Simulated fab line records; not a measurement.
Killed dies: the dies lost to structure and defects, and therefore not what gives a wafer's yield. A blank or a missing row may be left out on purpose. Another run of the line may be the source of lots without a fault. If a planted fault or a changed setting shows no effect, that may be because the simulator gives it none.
fab line records	flow n5-finfet
[record] lots = 24	wafers = 72	last-day = 18
route steps=1938 shown BEOL_M2@887
lots that met no fault: from a run of the same line without faults
start-h: start of the lot's first displayed wafer, in hours after the record's first day	wait-h: time in hours since the lot's previous step	" as in the row above	L1.1+2: one row covering several wafers at once	- no value, or no start was given	* or withheld: withheld	< > ~ a bound
route shown NAME@n: NAME is a module with steps in the file, n the number in the route of the first one	usual: average and standard deviation across the fault-free wafers	same: alike in all rows	chamber/n: place in a boat	sites: the reading at each site	_std_site: standard deviation across them	_edge_site: inner sites' mean taken away from outer sites' mean	radius-mm: for every site, how far away it sits from the centre of the wafer	mask NAME#n: copy n	behind: the last tool/chamber to shape the wafer	hold: why the lot went on hold/how many hours it stayed there/how the hold came to an end	device: transistor that didn't switch, given as n, p or np	end of line: the same wafers' tests at the end of the route	where a step has no rows: the recipe by itself	killed: the dies lost at the first sort to structure and to defects; this is not the yield of the wafer	map: dies across one wafer; x = killed, . = not, _ = none there
set.NAME: the run value of the setting; set.NAME@STEP: its run value at that earlier step	model.NAME: the simulator's own value behind a step, which no gauge read
steps of the route over a sample of lots; a table a step, a row a wafer
services: from which hour (start-h, from the record's first day; less than 0 if before it) a tool's chamber was out of use, for how many hours, and why
[[steps]]
[step N5_BEOL_M2_VIA_ETCH_34]
[recipe] chemistry = C4F6/O2	target-depth-a = 694	mask-material = SOC	pressure-mtorr = 15	ion-energy-ev = 250	taper-deg = 4	time-s = 65.9	source-w = 350	bias-w = 170	Ar_flow_sccm = 300	C4F6_flow_sccm = 10	O2_flow_sccm = 10
[usual] drypump-motor-current-A = 5.6/0.44	oes-product-au = 0.77/0.088	rf-fwd-power-W = 346.8/1.2	rf-vpp-V = 666/9.4	showerhead-plenum-p-Torr = 2.91/0.058	throttle-valve-pct = 30.72/0.26
lot.wafer	tool	chamber	start-h	wait-h	drypump-motor-current-A	oes-product-au	rf-fwd-power-W	rf-hours-counter-h	rf-vpp-V	showerhead-plenum-p-Torr	throttle-valve-pct
L075.1	rie-diel-03	3	145.55	0.0	5.3	0.70	349.6	184	663	2.94	30.81
L075.3	"	2	"	"	5.3	0.70	348.3	-	674	2.96	30.76
L075.6	"	2	"	"	5.3	0.70	348.7	-	675	2.96	30.73
L076.3	rie-diel-05	1	150.18	0.0	5.1	0.77	346.7	130	645	2.82	30.11
L076.4	"	0	"	"	6.4	0.71	345.5	192	667	2.94	30.55
L076.6	"	1	"	"	5.1	0.77	345.9	-	646	2.82	30.11
L074.4	rie-diel-03	2	150.24	0.0	5.3	0.70	347.0	-	675	2.96	30.75
L074.5	"	3	"	"	5.3	0.70	348.4	-	664	2.94	30.82
L074.6	"	1	"	"	5.3	0.88	345.1	-	664	2.91	30.90
L078.3	rie-diel-01	1	161.33	0.0	5.7	0.78	347.6	102	662	2.97	30.49
L078.4	"	3	"	"	6.3	0.74	349.5	-	675	2.93	30.59
L078.5	"	0	"	"	6.4	0.74	344.4	-	665	2.96	30.78
L077.1	rie-diel-05	1	161.45	0.0	5.1	0.76	346.5	133	648	2.82	30.14
L077.2	"	0	"	"	6.4	0.71	346.5	195	666	2.94	30.56
L077.6	"	3	"	"	5.7	0.67	345.6	-	677	2.82	31.28
L079.1	rie-diel-03	1	165.55	0.0	5.3	0.88	345.0	35	663	2.91	30.92
L079.4	"	3	"	"	5.3	0.70	346.8	196	664	2.93	30.83
L079.5	"	1	"	"	5.3	0.88	345.4	-	664	2.91	30.91
L080.2	rie-diel-03	1	174.63	0.0	5.4	0.86	345.6	38	666	2.91	30.94
L080.3	"	2	"	"	5.3	0.68	346.7	224	674	2.95	30.77
L080.5	"	2	"	"	5.3	0.68	346.5	-	674	2.95	30.75
L081.2	rie-diel-05	1	186.61	0.0	5.1	0.76	347.3	141	646	2.81	30.14
L081.3	"	3	"	"	5.7	0.67	346.7	242	677	2.81	31.31
L081.6	"	0	"	"	6.4	0.72	348.5	-	665	2.93	30.55
L082.1	rie-diel-05	3	189.73	0.0	5.7	0.67	348.0	243	677	2.81	31.30
L082.4	"	0	"	"	6.4	0.72	345.7	204	668	2.93	30.57
L082.5	"	2	"	"	6.0	0.69	344.9	-	665	2.90	30.79
L083.1	rie-diel-03	1	198.29	0.0	5.3	0.85	346.7	46	664	2.91	30.94
L083.3	"	2	"	"	5.3	0.68	349.1	231	673	2.95	30.78
L083.4	"	3	"	"	5.2	0.68	347.5	205	663	2.93	30.84
L084.1	rie-diel-03	0	204.96	0.0	5.9	0.87	345.7	40	685	3.02	30.71
L084.3	"	3	"	"	5.3	0.68	347.9	207	664	2.93	30.83
L084.6	"	0	"	"	5.9	0.88	344.2	-	684	3.02	30.70
L085.1	rie-diel-05	0	218.04	0.0	6.5	0.71	347.5	214	666	2.93	30.59
L085.4	"	0	"	"	6.5	0.71	344.9	-	665	2.93	30.56
L085.5	"	1	"	"	5.1	0.75	347.1	-	646	2.81	30.15
L086.3	rie-diel-01	0	218.16	0.0	6.4	0.71	344.8	199	665	2.95	30.82
L086.5	"	2	"	"	5.2	0.92	347.0	-	665	2.91	30.96
L086.6	"	1	"	"	5.7	0.77	348.2	-	661	2.96	30.52
L088.2	rie-diel-03	2	222.96	0.0	5.3	0.68	346.2	239	673	2.95	30.77
L088.3	"	3	"	"	5.2	0.69	347.6	213	664	2.92	30.84
L088.4	"	0	"	"	5.8	0.86	346.1	46	685	3.01	30.72
L087.1	rie-diel-03	3	230.52	0.0	5.3	0.69	345.6	216	663	2.92	30.84
L087.3	"	1	"	"	5.3	0.84	346.4	56	665	2.90	30.96
L087.5	"	2	"	"	5.3	0.68	346.6	-	673	2.94	30.76
L089.2	rie-diel-05	0	230.52	0.0	6.5	0.70	347.0	220	666	2.93	30.59
L089.3	"	2	"	"	5.9	0.94	344.7	6	664	2.89	30.58
L089.4	"	1	"	"	5.1	0.74	348.3	-	646	2.81	30.13
L090.1	rie-diel-01	0	236.37	0.0	6.4	0.71	345.4	205	665	2.95	30.82
L090.3	"	2	"	"	5.2	0.90	345.5	21	662	2.90	30.94
L090.4	"	1	"	"	5.7	0.75	347.4	-	663	2.95	30.51
L091.3	rie-diel-01	1	241.78	0.0	5.7	0.75	349.0	133	663	2.95	30.53
L091.4	"	2	"	"	5.2	0.89	347.3	-	663	2.90	30.95
L091.5	"	0	"	"	6.3	0.71	348.3	-	666	2.95	30.83
L093.1	rie-diel-05	3	272.79	0.0	5.7	0.93	346.7	15	677	2.80	31.03
L093.4	"	0	"	"	6.5	0.69	346.9	-	664	2.92	30.59
L093.5	"	3	"	"	5.7	0.94	345.4	-	676	2.80	31.03
L092.4	rie-diel-03	0	275.79	0.0	5.9	0.83	345.2	-	683	3.00	30.74
L092.5	"	3	"	"	5.2	0.67	348.2	-	661	2.91	30.85
L092.6	"	1	"	"	5.3	0.81	346.6	-	663	2.89	30.96
L095.2	rie-diel-01	2	275.82	0.0	5.2	0.88	347.8	33	664	2.90	30.96
L095.3	"	1	"	"	5.7	0.74	350.0	-	661	2.94	30.56
L095.6	"	2	"	"	5.2	0.87	347.9	-	663	2.90	30.96
L094.1	rie-diel-05	1	275.89	0.0	5.1	0.73	346.6	176	645	2.80	30.17
L094.2	"	0	"	"	6.4	0.69	347.5	237	664	2.92	30.60
L094.4	"	0	"	"	6.4	0.69	348.1	-	664	2.92	30.59
L097.2	rie-diel-01	2	278.93	0.0	5.2	0.88	344.9	34	662	2.90	30.96
L097.3	"	2	"	"	5.2	0.88	346.4	-	663	2.90	30.97
L097.5	"	2	"	"	5.2	0.89	346.0	-	663	2.90	30.97
L096.3	rie-diel-05	2	282.53	0.0	6.0	0.89	346.5	25	665	2.88	30.60
L096.4	"	1	"	"	5.1	0.73	345.0	178	644	2.80	30.17
L096.5	"	2	"	"	6.0	0.89	347.2	-	666	2.88	30.60
[step N5_BEOL_M2_SPUTTER_86]
[recipe] material = Cu	target-thk-a = 45	temp-c = -20	chamber-pressure-pa = 0.07	power-w = withheld	time-s = 8.29
[usual] throttle-valve-pct = 30.2/1
lot.wafer	tool	chamber	start-h	wait-h	throttle-valve-pct
L075.1	pvd-sputter-02	-	147.89	0.1	29.6
L075.3	"	-	"	"	31.3
L075.6	"	-	"	"	29.6
L076.3	pvd-sputter-03	-	151.85	0.1	31.4
L076.4	"	-	"	"	29.3
L076.6	"	-	"	"	29.0
L074.4	pvd-sputter-01	-	152.03	0.1	31.1
L074.5	"	-	"	"	28.9
L074.6	"	-	"	"	29.6
L077.1	pvd-sputter-02	-	163.93	0.1	31.5
L077.2	"	-	"	"	29.5
L077.6	"	-	"	"	31.0
L078.3	pvd-sputter-03	-	164.10	0.1	28.7
L078.4	"	-	"	"	31.4
L078.5	"	-	"	"	31.4
L079.1	pvd-sputter-03	-	167.46	0.1	31.3
L079.4	"	-	"	"	29.4
L079.5	"	-	"	"	29.1
L080.2	pvd-sputter-02	-	176.48	0.1	29.6
L080.3	"	-	"	"	31.2
L080.5	"	-	"	"	31.2
L081.2	pvd-sputter-02	-	188.55	0.1	31.0
L081.3	"	-	"	"	29.5
L081.6	"	-	"	"	31.6
L082.1	pvd-sputter-01	-	193.04	0.1	31.1
L082.4	"	-	"	"	29.0
L082.5	"	-	"	"	31.1
L083.1	pvd-sputter-03	-	200.60	0.1	28.9
L083.3	"	-	"	"	31.2
L083.4	"	-	"	"	31.7
L084.1	pvd-sputter-01	-	206.74	0.1	28.9
L084.3	"	-	"	"	28.9
L084.6	"	-	"	"	30.7
L085.1	pvd-sputter-02	-	219.74	0.1	31.1
L085.4	"	-	"	"	30.7
L085.5	"	-	"	"	31.0
L086.3	pvd-sputter-02	-	221.58	0.1	30.8
L086.5	"	-	"	"	31.2
L086.6	"	-	"	"	29.6
L088.2	pvd-sputter-03	-	225.03	0.1	28.8
L088.3	"	-	"	"	31.5
L088.4	"	-	"	"	31.5
L089.2	pvd-sputter-01	-	232.36	0.1	28.7
L089.3	"	-	"	"	31.0
L089.4	"	-	"	"	29.3
L087.1	pvd-sputter-02	-	232.55	0.1	31.4
L087.3	"	-	"	"	31.3
L087.5	"	-	"	"	31.0
L090.1	pvd-sputter-01	-	238.88	0.1	29.1
L090.3	"	-	"	"	28.6
L090.4	"	-	"	"	31.2
L091.3	pvd-sputter-01	-	244.32	0.1	29.1
L091.4	"	-	"	"	31.3
L091.5	"	-	"	"	28.8
L093.1	pvd-sputter-02	-	274.96	0.1	31.2
L093.4	"	-	"	"	29.8
L093.5	"	-	"	"	31.2
L092.4	pvd-sputter-03	-	277.43	0.1	31.5
L092.5	"	-	"	"	29.0
L092.6	"	-	"	"	31.5
L094.1	pvd-sputter-02	-	277.54	0.1	31.2
L094.2	"	-	"	"	29.4
L094.4	"	-	"	"	31.3
L095.2	pvd-sputter-01	-	277.75	0.1	29.5
L095.3	"	-	"	"	29.0
L095.6	"	-	"	"	31.1
L097.2	pvd-sputter-02	-	281.22	0.1	29.8
L097.3	"	-	"	"	31.3
L097.5	"	-	"	"	30.9
L096.3	pvd-sputter-01	-	284.18	0.1	30.8
L096.4	"	-	"	"	29.0
L096.5	"	-	"	"	29.1
[step N5_BEOL_M2_SPUTTER_88]
[recipe] material = Cu	target-thk-a = 45	temp-c = -20	chamber-pressure-pa = 0.07	power-w = withheld	time-s = 8.29
[usual] throttle-valve-pct = 30.2/1.1
lot.wafer	tool	chamber	start-h	wait-h	throttle-valve-pct
L075.1	pvd-sputter-02	-	148.11	0.1	29.8
L075.3	"	-	"	"	31.1
L075.6	"	-	"	"	29.7
L076.3	pvd-sputter-03	-	152.07	0.1	31.4
L076.4	"	-	"	"	29.2
L076.6	"	-	"	"	29.3
L074.4	pvd-sputter-01	-	152.25	0.1	31.2
L074.5	"	-	"	"	28.6
L074.6	"	-	"	"	29.4
L077.1	pvd-sputter-02	-	164.15	0.1	31.3
L077.2	"	-	"	"	29.6
L077.6	"	-	"	"	31.2
L078.3	pvd-sputter-03	-	164.32	0.1	28.5
L078.4	"	-	"	"	31.6
L078.5	"	-	"	"	31.3
L079.1	pvd-sputter-03	-	167.68	0.1	31.5
L079.4	"	-	"	"	29.4
L079.5	"	-	"	"	29.2
L080.2	pvd-sputter-02	-	176.70	0.1	29.7
L080.3	"	-	"	"	31.1
L080.5	"	-	"	"	31.2
L081.2	pvd-sputter-02	-	188.77	0.1	30.9
L081.3	"	-	"	"	29.6
L081.6	"	-	"	"	31.2
L082.1	pvd-sputter-01	-	193.26	0.1	31.3
L082.4	"	-	"	"	29.0
L082.5	"	-	"	"	31.3
L083.1	pvd-sputter-03	-	200.82	0.1	28.7
L083.3	"	-	"	"	31.5
L083.4	"	-	"	"	31.6
L084.1	pvd-sputter-01	-	206.96	0.1	28.9
L084.3	"	-	"	"	29.1
L084.6	"	-	"	"	31.4
L085.1	pvd-sputter-02	-	219.96	0.1	31.5
L085.4	"	-	"	"	30.7
L085.5	"	-	"	"	31.1
L086.3	pvd-sputter-02	-	221.80	0.1	31.0
L086.5	"	-	"	"	31.2
L086.6	"	-	"	"	29.7
L088.2	pvd-sputter-03	-	225.25	0.1	28.9
L088.3	"	-	"	"	31.7
L088.4	"	-	"	"	31.5
L089.2	pvd-sputter-01	-	232.58	0.1	28.6
L089.3	"	-	"	"	31.2
L089.4	"	-	"	"	29.6
L087.1	pvd-sputter-02	-	232.77	0.1	31.4
L087.3	"	-	"	"	31.3
L087.5	"	-	"	"	30.9
L090.1	pvd-sputter-01	-	239.10	0.1	28.7
L090.3	"	-	"	"	29.0
L090.4	"	-	"	"	31.1
L091.3	pvd-sputter-01	-	244.54	0.1	28.7
L091.4	"	-	"	"	31.0
L091.5	"	-	"	"	28.9
L093.1	pvd-sputter-02	-	275.18	0.1	31.2
L093.4	"	-	"	"	29.5
L093.5	"	-	"	"	31.5
L092.4	pvd-sputter-03	-	277.65	0.1	31.3
L092.5	"	-	"	"	28.7
L092.6	"	-	"	"	31.8
L094.1	pvd-sputter-02	-	277.76	0.1	31.1
L094.2	"	-	"	"	29.6
L094.4	"	-	"	"	31.4
L095.2	pvd-sputter-01	-	277.97	0.1	29.2
L095.3	"	-	"	"	28.8
L095.6	"	-	"	"	31.0
L097.2	pvd-sputter-02	-	281.44	0.1	29.5
L097.3	"	-	"	"	31.1
L097.5	"	-	"	"	30.9
L096.3	pvd-sputter-01	-	284.40	0.1	31.3
L096.4	"	-	"	"	28.8
L096.5	"	-	"	"	28.8
[step N5_BEOL_M2_SPUTTER_92]
[recipe] material = Cu	target-thk-a = 45	temp-c = -20	chamber-pressure-pa = 0.07	power-w = withheld	time-s = 8.29
[usual] throttle-valve-pct = 30.2/1
lot.wafer	tool	chamber	start-h	wait-h	throttle-valve-pct
L075.1	pvd-sputter-02	-	148.55	0.1	29.5
L075.3	"	-	"	"	31.4
L075.6	"	-	"	"	29.5
L076.3	pvd-sputter-03	-	152.51	0.1	31.2
L076.4	"	-	"	"	29.3
L076.6	"	-	"	"	29.1
L074.4	pvd-sputter-01	-	152.69	0.1	31.2
L074.5	"	-	"	"	28.8
L074.6	"	-	"	"	29.5
L077.1	pvd-sputter-02	-	164.59	0.1	31.0
L077.2	"	-	"	"	29.7
L077.6	"	-	"	"	31.0
L078.3	pvd-sputter-03	-	164.76	0.1	28.8
L078.4	"	-	"	"	31.2
L078.5	"	-	"	"	31.4
L079.1	pvd-sputter-03	-	168.12	0.1	31.7
L079.4	"	-	"	"	29.4
L079.5	"	-	"	"	29.5
L080.2	pvd-sputter-02	-	177.14	0.1	29.7
L080.3	"	-	"	"	31.0
L080.5	"	-	"	"	30.9
L081.2	pvd-sputter-02	-	189.21	0.1	30.7
L081.3	"	-	"	"	29.5
L081.6	"	-	"	"	31.2
L082.1	pvd-sputter-01	-	195.47	0.1	31.2
L082.4	"	-	"	"	29.0
L082.5	"	-	"	"	31.3
L083.1	pvd-sputter-03	-	201.26	0.1	28.7
L083.3	"	-	"	"	31.5
L083.4	"	-	"	"	31.6
L084.1	pvd-sputter-01	-	207.40	0.1	28.5
L084.3	"	-	"	"	28.7
L084.6	"	-	"	"	30.8
L085.1	pvd-sputter-02	-	220.40	0.1	31.2
L085.4	"	-	"	"	30.7
L085.5	"	-	"	"	31.3
L086.3	pvd-sputter-02	-	222.24	0.1	31.0
L086.5	"	-	"	"	31.2
L086.6	"	-	"	"	29.6
L088.2	pvd-sputter-03	-	225.69	0.1	28.8
L088.3	"	-	"	"	31.4
L088.4	"	-	"	"	31.7
L089.2	pvd-sputter-01	-	233.02	0.1	28.9
L089.3	"	-	"	"	31.1
L089.4	"	-	"	"	29.4
L087.1	pvd-sputter-02	-	233.21	0.1	31.1
L087.3	"	-	"	"	31.2
L087.5	"	-	"	"	30.8
L090.1	pvd-sputter-01	-	239.54	0.1	29.0
L090.3	"	-	"	"	29.0
L090.4	"	-	"	"	31.2
L091.3	pvd-sputter-01	-	244.98	0.1	28.8
L091.4	"	-	"	"	30.9
L091.5	"	-	"	"	28.8
L093.1	pvd-sputter-02	-	275.62	0.1	31.4
L093.4	"	-	"	"	29.8
L093.5	"	-	"	"	31.0
L092.4	pvd-sputter-03	-	278.09	0.1	31.5
L092.5	"	-	"	"	28.6
L092.6	"	-	"	"	31.5
L094.1	pvd-sputter-02	-	278.20	0.1	30.8
L094.2	"	-	"	"	29.6
L094.4	"	-	"	"	31.2
L095.2	pvd-sputter-01	-	278.41	0.1	29.2
L095.3	"	-	"	"	28.7
L095.6	"	-	"	"	31.3
L097.2	pvd-sputter-02	-	281.88	0.1	29.4
L097.3	"	-	"	"	31.1
L097.5	"	-	"	"	30.9
L096.3	pvd-sputter-01	-	284.84	0.1	30.9
L096.4	"	-	"	"	28.6
L096.5	"	-	"	"	28.8
[step N5_BEOL_M2_ANNEAL_93]
[recipe] temp-c = 400	time-s = 240	ambient = vacuum
[usual] heater-power-w = 857/68
lot.wafer	tool	chamber	start-h	wait-h	heater-power-w
L075.1	pvd-sputter-02	-	148.63	0.0	794
L075.3	"	-	"	"	892
L075.6	"	-	"	"	775
L076.3	pvd-sputter-03	-	152.59	0.0	877
L076.4	"	-	"	"	717
L076.6	"	-	"	"	732
L074.4	pvd-sputter-01	-	152.77	0.0	881
L074.5	"	-	"	"	994
L074.6	"	-	"	"	828
L077.1	pvd-sputter-02	-	164.67	0.0	887
L077.2	"	-	"	"	796
L077.6	"	-	"	"	859
L078.3	pvd-sputter-03	-	164.84	0.0	822
L078.4	"	-	"	"	948
L078.5	"	-	"	"	905
L079.1	pvd-sputter-03	-	168.20	0.0	953
L079.4	"	-	"	"	733
L079.5	"	-	"	"	722
L080.2	pvd-sputter-02	-	177.22	0.0	781
L080.3	"	-	"	"	871
L080.5	"	-	"	"	898
L081.2	pvd-sputter-02	-	189.29	0.0	787
L081.3	"	-	"	"	793
L081.6	"	-	"	"	885
L082.1	pvd-sputter-01	-	195.55	0.0	906
L082.4	"	-	"	"	955
L082.5	"	-	"	"	891
L083.1	pvd-sputter-03	-	201.34	0.0	813
L083.3	"	-	"	"	903
L083.4	"	-	"	"	934
L084.1	pvd-sputter-01	-	207.48	0.0	952
L084.3	"	-	"	"	955
L084.6	"	-	"	"	889
L085.1	pvd-sputter-02	-	220.48	0.0	903
L085.4	"	-	"	"	776
L085.5	"	-	"	"	879
L086.3	pvd-sputter-02	-	222.32	0.0	771
L086.5	"	-	"	"	903
L086.6	"	-	"	"	786
L088.2	pvd-sputter-03	-	225.77	0.0	849
L088.3	"	-	"	"	924
L088.4	"	-	"	"	888
L089.2	pvd-sputter-01	-	233.10	0.0	921
L089.3	"	-	"	"	863
L089.4	"	-	"	"	849
L087.1	pvd-sputter-02	-	233.29	0.0	865
L087.3	"	-	"	"	884
L087.5	"	-	"	"	773
L090.1	pvd-sputter-01	-	239.62	0.0	979
L090.3	"	-	"	"	935
L090.4	"	-	"	"	881
L091.3	pvd-sputter-01	-	245.06	0.0	917
L091.4	"	-	"	"	890
L091.5	"	-	"	"	900
L093.1	pvd-sputter-02	-	275.70	0.0	906
L093.4	"	-	"	"	803
L093.5	"	-	"	"	884
L092.4	pvd-sputter-03	-	278.17	0.0	852
L092.5	"	-	"	"	827
L092.6	"	-	"	"	926
L094.1	pvd-sputter-02	-	278.28	0.0	865
L094.2	"	-	"	"	782
L094.4	"	-	"	"	906
L095.2	pvd-sputter-01	-	278.49	0.0	834
L095.3	"	-	"	"	940
L095.6	"	-	"	"	880
L097.2	pvd-sputter-02	-	281.96	0.0	774
L097.3	"	-	"	"	873
L097.5	"	-	"	"	768
L096.3	pvd-sputter-01	-	284.92	0.0	864
L096.4	"	-	"	"	918
L096.5	"	-	"	"	978
[step N5_BEOL_M2_SPUTTER_94]
[recipe] material = Cu	target-thk-a = 45	temp-c = -20	chamber-pressure-pa = 0.07	power-w = withheld	time-s = 8.29
[usual] throttle-valve-pct = 30.2/1
lot.wafer	tool	chamber	start-h	wait-h	throttle-valve-pct
L075.1	pvd-sputter-02	-	148.77	0.1	29.6
L075.3	"	-	"	"	31.3
L075.6	"	-	"	"	29.8
L076.3	pvd-sputter-03	-	152.73	0.1	31.3
L076.4	"	-	"	"	29.3
L076.6	"	-	"	"	29.1
L074.4	pvd-sputter-01	-	152.91	0.1	30.8
L074.5	"	-	"	"	28.9
L074.6	"	-	"	"	29.6
L077.1	pvd-sputter-02	-	164.81	0.1	31.2
L077.2	"	-	"	"	29.5
L077.6	"	-	"	"	31.3
L078.3	pvd-sputter-03	-	164.98	0.1	28.8
L078.4	"	-	"	"	31.7
L078.5	"	-	"	"	31.4
L079.1	pvd-sputter-03	-	168.34	0.1	31.6
L079.4	"	-	"	"	29.1
L079.5	"	-	"	"	29.2
L080.2	pvd-sputter-02	-	177.36	0.1	29.7
L080.3	"	-	"	"	31.0
L080.5	"	-	"	"	31.2
L081.2	pvd-sputter-02	-	189.43	0.1	31.0
L081.3	"	-	"	"	29.5
L081.6	"	-	"	"	31.2
L082.1	pvd-sputter-01	-	195.69	0.1	31.0
L082.4	"	-	"	"	28.8
L082.5	"	-	"	"	30.7
L083.1	pvd-sputter-03	-	201.48	0.1	28.7
L083.3	"	-	"	"	31.2
L083.4	"	-	"	"	31.8
L084.1	pvd-sputter-01	-	207.62	0.1	28.6
L084.3	"	-	"	"	28.9
L084.6	"	-	"	"	31.2
L085.1	pvd-sputter-02	-	220.62	0.1	31.4
L085.4	"	-	"	"	30.8
L085.5	"	-	"	"	31.4
L086.3	pvd-sputter-02	-	222.46	0.1	31.1
L086.5	"	-	"	"	31.1
L086.6	"	-	"	"	29.8
L088.2	pvd-sputter-03	-	225.91	0.1	29.0
L088.3	"	-	"	"	31.2
L088.4	"	-	"	"	31.5
L089.2	pvd-sputter-01	-	233.24	0.1	29.0
L089.3	"	-	"	"	31.3
L089.4	"	-	"	"	29.7
L087.1	pvd-sputter-02	-	233.43	0.1	31.0
L087.3	"	-	"	"	31.2
L087.5	"	-	"	"	31.2
L090.1	pvd-sputter-01	-	239.76	0.1	28.8
L090.3	"	-	"	"	28.8
L090.4	"	-	"	"	31.1
L091.3	pvd-sputter-01	-	245.20	0.1	29.0
L091.4	"	-	"	"	31.1
L091.5	"	-	"	"	28.6
L093.1	pvd-sputter-02	-	275.84	0.1	31.4
L093.4	"	-	"	"	29.6
L093.5	"	-	"	"	31.3
L092.4	pvd-sputter-03	-	278.31	0.1	31.5
L092.5	"	-	"	"	29.0
L092.6	"	-	"	"	31.7
L094.1	pvd-sputter-02	-	278.42	0.1	30.9
L094.2	"	-	"	"	29.6
L094.4	"	-	"	"	31.4
L095.2	pvd-sputter-01	-	278.63	0.1	29.7
L095.3	"	-	"	"	29.0
L095.6	"	-	"	"	31.1
L097.2	pvd-sputter-02	-	282.10	0.1	29.7
L097.3	"	-	"	"	30.9
L097.5	"	-	"	"	30.7
L096.3	pvd-sputter-01	-	285.06	0.1	31.2
L096.4	"	-	"	"	28.8
L096.5	"	-	"	"	28.8
[[services]]
tool	chamber	start-h	hours	kind
pvd-sputter-01	-	129.13	1.9	repair
rie-diel-03	0	131.31	33.0	repair
pvd-sputter-03	-	135.52	1.7	repair
rie-diel-03	1	139.08	7.7	repair
rie-diel-01	2	153.55	-	clean
rie-diel-01	2	153.55	-	consumable-replace:esc
rie-diel-01	2	153.55	-	consumable-replace:focus-ring
rie-diel-05	-	156.32	4.3	pm
pvd-sputter-03	-	172.58	5.0	repair
rie-diel-01	1	182.08	1.6	repair
rie-diel-05	2	202.05	-	clean
rie-diel-05	2	202.05	-	consumable-replace:focus-ring
rie-diel-05	2	202.05	14.4	scheduled-down
rie-diel-05	2	202.05	14.4	vent-cycle
rie-diel-05	3	216.48	-	clean
rie-diel-05	3	216.48	-	consumable-replace:focus-ring
rie-diel-05	3	216.48	20.3	scheduled-down
rie-diel-05	3	216.48	20.3	vent-cycle
rie-diel-05	-	228.13	0.4	repair
rie-diel-01	3	235.05	61.9	repair
rie-diel-03	2	254.30	-	clean
rie-diel-03	2	254.30	-	consumable-replace:focus-ring
rie-diel-05	2	271.67	4.7	repair
rie-diel-01	0	275.58	5.2	repair
[[key]]
fault none
